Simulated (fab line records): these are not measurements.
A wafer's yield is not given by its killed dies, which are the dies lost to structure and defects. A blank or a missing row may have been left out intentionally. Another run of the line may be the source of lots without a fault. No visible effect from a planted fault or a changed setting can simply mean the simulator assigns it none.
What tool caused it? ; flow nand-harc ; Sampling: 12 lots, 36 wafers, 6 of 1159 route steps

## WHAT THE GAUGES SHOWED, per wafer
NHARC_THIN_TSV_THK_MEAS_02: measures by ir.
lot;measured;on;thk-nm (nm)
L175;day 18 14:04;film-metro-01;2980 3032 2811
L178;day 18 21:10;film-metro-01;2652 2867 2633
L176;day 19 00:43;film-metro-02;3419 3342 3428
L180;day 18 22:20;film-metro-01;3145 3183 3008
L179;day 18 23:32;film-metro-02;2834 2491 2574
L177;day 19 04:59;film-metro-02;3049 3067 2519
L181;day 20 00:38;film-metro-01;2796 2605 2929
L184;day 21 05:29;film-metro-01;3090 3056 3140
L185;day 21 14:37;film-metro-01;2910 2878 2905
L186;day 21 12:25;film-metro-01;2645 2866 3204
L190;day 22 14:09;film-metro-01;2788 2778 2918
L194;day 23 05:39;film-metro-01;3449 3073 3108

NHARC_THIN_TSV_CD_MEAS_12: the cd target is 1000 nm.
lot;measured;on;cd-nm (nm)
L175;day 18 15:08;cd-sem-01;1002.3 1002.3 1003.4
L178;day 18 22:13;cd-sem-01;1000.9 1002.2 1001.0
L176;day 19 01:47;cd-sem-03;998.3 999.4 998.0
L180;day 18 23:28;cd-sem-03;999.8 999.6 1001.4
L179;day 19 00:35;cd-sem-03;996.6 1000.1 1000.2
L177;day 19 06:03;cd-sem-02;1000.1 997.2 998.1
L181;day 20 01:41;cd-sem-01;997.8 998.9 998.9
L184;day 21 06:48;cd-sem-03;998.8 998.4 1000.1
L185;day 21 15:34;cd-sem-02;999.3 1001.5 1000.2
L186;day 21 13:28;cd-sem-01;999.6 997.7 997.4
L190;day 22 15:12;cd-sem-02;1000.2 999.6 999.7
L194;day 23 06:43;cd-sem-03;1001.7 1001.5 1002.9

NHARC_END_SORT_01.
lot;measured;on;defect-limited-yield (%);killed-at-array;killed-at-other;killed-at-periphery;killed-dies;killed-open;killed-short;sort_bin_2_pct (%);sort_bin_3_pct (%);sort_bin_4_pct (%);sort-n-pass;sort-rim-yield-pct (%);sort-yield-pct (%)
L175;day 19 05:39;prober-01;97.2 96.9 96.0;18 20 24;0 1 1;1 0 2;19 21 27;5 3 3;1 0 2;0.7 0.7 1.2;0 0 0;2.1 2.4 2.8;658 656 650;99.1 99.1 97.2;97.2 96.9 96.0
L178;day 19 13:36;prober-02;97.8 98.1 97.6;15 12 14;0 0 0;0 1 2;15 13 16;3 1 2;2 2 3;0.7 0.6 0.6;0 0.15 0;1.5 1.2 1.8;662 664 661;98.1 98.1 99.1;97.8 98.1 97.6
L176;day 19 21:26;prober-01;96.2 96.6 94.7;17 14 28;1 2 0;8 7 8;26 23 36;5 4 5;2 3 3;1.6 0.6 1.8;0.44 0.15 0.30;1.8 2.7 3.2;651 654 641;100.0 96.2 96.2;96.2 96.6 94.7
L181;day 20 17:20;prober-02;95.7 96.8 97.0;22 17 15;1 0 2;6 5 3;29 22 20;3 7 2;2 1 2;1.5 1.3 0.9;0.15 0 0.15;2.7 1.9 1.9;648 655 657;96.2 98.1 99.1;95.7 96.8 97.0
L184;day 22 08:44;prober-01;62.2 59.7 61.9;254 269 257;0 1 0;2 3 1;256 273 258;4 2 4;2 1 0;11.1 11.4 12.7;2.51 3.55 2.81;24.2 25.4 22.6;421 404 419;70.8 64.2 57.5;62.2 59.7 61.9
L185;day 22 15:37;prober-02;60.1 61.3 64.5;269 258 239;1 2 1;0 2 0;270 262 240;2 2 1;2 1 0;13.6 12.9 11.4;2.22 2.66 1.77;24.1 23.2 22.3;407 415 437;70.8 57.5 70.8;60.1 61.3 64.5
L190;day 23 07:27;prober-01;94.7 95.1 93.6;34 29 38;0 1 4;2 3 1;36 33 43;1 5 2;2 2 0;1.6 1.3 3.0;0.89 0.15 0.44;2.8 3.4 3.0;641 644 634;100.0 99.1 99.1;94.7 95.1 93.6
L194;day 24 05:10;prober-02;97.0 98.4 95.4;15 9 23;0 0 1;5 2 7;20 11 31;2 2 5;1 1 6;0.9 0.4 1.8;0.15 0.15 0;1.9 1.0 2.8;657 666 646;97.2 100.0 94.3;97.0 98.4 95.4

## EACH LOT AND THE TOOL THAT RAN IT (in order: tool; ch and the chambers of the sampled wafers; start)
lot;NHARC_A_M1_CMP_23;NHARC_A_BONDPAD_PVD_17;NHARC_THIN_TSV_GRIND_00
L175;cmp-02 ch 0,1, day 17 15:58;pvd-sputter-03, day 18 12:36 or earlier;grinder-01 ch 0, day 18 12:36
L178;cmp-04 ch 0,1,2, day 18 01:47;pvd-sputter-03, day 18 19:41 or earlier;grinder-01 ch 0, day 18 19:41
L176;cmp-03 ch 0,2,3, day 18 02:53;pvd-sputter-03, day 18 23:14 or earlier;grinder-01 ch 0, day 18 23:14
L180;cmp-04 ch 0,1,3, day 18 04:07;pvd-sputter-03, day 18 20:52 or earlier;grinder-01 ch 0, day 18 20:52
L179;cmp-02 ch 0,2,3, day 18 07:16;pvd-sputter-02, day 18 22:03 or earlier;grinder-01 ch 0, day 18 22:03
L177;cmp-04 ch 0,1,2, day 18 09:22;pvd-sputter-02, day 19 03:41 or earlier;grinder-01 ch 0, day 19 03:41
L181;cmp-03 ch 0,1,3, day 19 07:53;pvd-sputter-02, day 19 23:21 or earlier;grinder-01 ch 0, day 19 23:21
L184;cmp-02 ch 0,2,3, day 20 06:52;pvd-sputter-01, day 21 04:36 or earlier;grinder-01 ch 0, day 21 04:36
L185;cmp-02 ch 0,1,2, day 20 16:57;pvd-sputter-03, day 21 13:07 or earlier;grinder-01 ch 0, day 21 13:07
L186;cmp-03 ch 0,1,2, day 20 17:23;pvd-sputter-02, day 21 11:07 or earlier;grinder-01 ch 0, day 21 11:07
L190;cmp-03 ch 0,1,2, day 21 18:54;pvd-sputter-03, day 22 13:04 or earlier;grinder-01 ch 0, day 22 13:04
L194;cmp-04 ch 0,1,3, day 22 12:25;pvd-sputter-02, day 23 04:10 or earlier;grinder-01 ch 0, day 23 04:10
- NHARC_A_M1_CMP_23: polishes, t overpolish 20 s, target thk 154.34 nm.
- NHARC_A_BONDPAD_PVD_17: deposits TaN, target thk 5 nm, time 8.06 s.
- NHARC_THIN_TSV_GRIND_00

## WHAT THE TOOLS THEMSELVES READ (means of the sampled wafers that have a number; where no wafer has one, the mark that the record gives instead)
NHARC_A_M1_CMP_23.
lot;tool;motor-current-A (A);time-to-endpoint-s (s)
L175;cmp-02;11.8;27.4
L178;cmp-04;10.5;28.7
L176;cmp-03;13.0;26.8
L180;cmp-04;10.8;28.7
L179;cmp-02;11.8;29.2
L177;cmp-04;10.7;29.8
L181;cmp-03;13.1;30.3
L184;cmp-02;12.2;32.2
L185;cmp-02;12.1;30.2
L186;cmp-03;13.1;28.9
L190;cmp-03;13.3;29.0
L194;cmp-04;10.9;31.0

NHARC_A_BONDPAD_PVD_17.
lot;tool;bias-v (V);throttle-valve-pct (%)
L175;pvd-sputter-03;169.2;29.6
L178;pvd-sputter-03;168.3;30.4
L176;pvd-sputter-03;169.2;29.9
L180;pvd-sputter-03;170.2;29.8
L179;pvd-sputter-02;168.2;28.7
L177;pvd-sputter-02;167.2;30.0
L181;pvd-sputter-02;167.8;29.5
L184;pvd-sputter-01;168.7;30.7
L185;pvd-sputter-03;170.6;31.0
L186;pvd-sputter-02;168.1;29.3
L190;pvd-sputter-03;167.7;30.7
L194;pvd-sputter-02;168.9;30.3

NHARC_THIN_TSV_GRIND_00.
lot;tool;motor-current-A (A)
L175;grinder-01;11.976
L178;grinder-01;12.003
L176;grinder-01;11.983
L180;grinder-01;11.996
L179;grinder-01;11.991
L177;grinder-01;11.999
L181;grinder-01;12.017
L184;grinder-01;11.983
L185;grinder-01;12.000
L186;grinder-01;11.994
L190;grinder-01;11.999
L194;grinder-01;12.000

## THE ANSWER, worked out from the rows above alone
Rule: the lots themselves supply what counts as usual. Put in order of their means at a reading, lots are off if they are a third of the lots or fewer, leave a main group of 4 or more, and stand apart from it by a gap of 3 or more times the standard deviation of the main group's means; of several such gaps the widest counts. A main group whose means are all the same, to the digits that the tables above print for the reading, isn't used. A lot without any number at a reading at which 4 lots or more have one is off too. Where the step has rows for the other lots, those lots are counted as sound. First the gauges in route order, then the tools' own readings, where a lot's mean is used as printed above. The first step at which some lot is off is used, and at that step the reading that is off furthest; a lot without a number counts as furthest.
Off at NHARC_END_SORT_01 (sort-rim-yield-pct): L184, L185. For the main group the mean is 98.1 % and the standard deviation 0.74. Neither off nor sound, because the step has no rows for them: L180, L179, L177, L186.
If a tool, at a process step before that reading, ran all the lots that are off and no sound lot after the first of them, it fits. The gauges at NHARC_END_SORT_01 are tried like those tools. NHARC_A_BONDPAD_PVD_17: start missing for some lots; hours and lot order therefore follow NHARC_THIN_TSV_GRIND_00. One candidate fits, namely cmp-02 at NHARC_A_M1_CMP_23. Its last sound lot is L175 (day 17 15:58), its first lot that is off L184 (day 20 06:52): a fault that began between those two fits.

## WHAT THE SIMULATOR PUT IN
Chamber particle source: cmp-02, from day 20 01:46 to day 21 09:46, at NHARC_A_M1_CMP_23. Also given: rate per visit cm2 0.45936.
Lots struck among those shown: L184, L185. The rule above found the same.
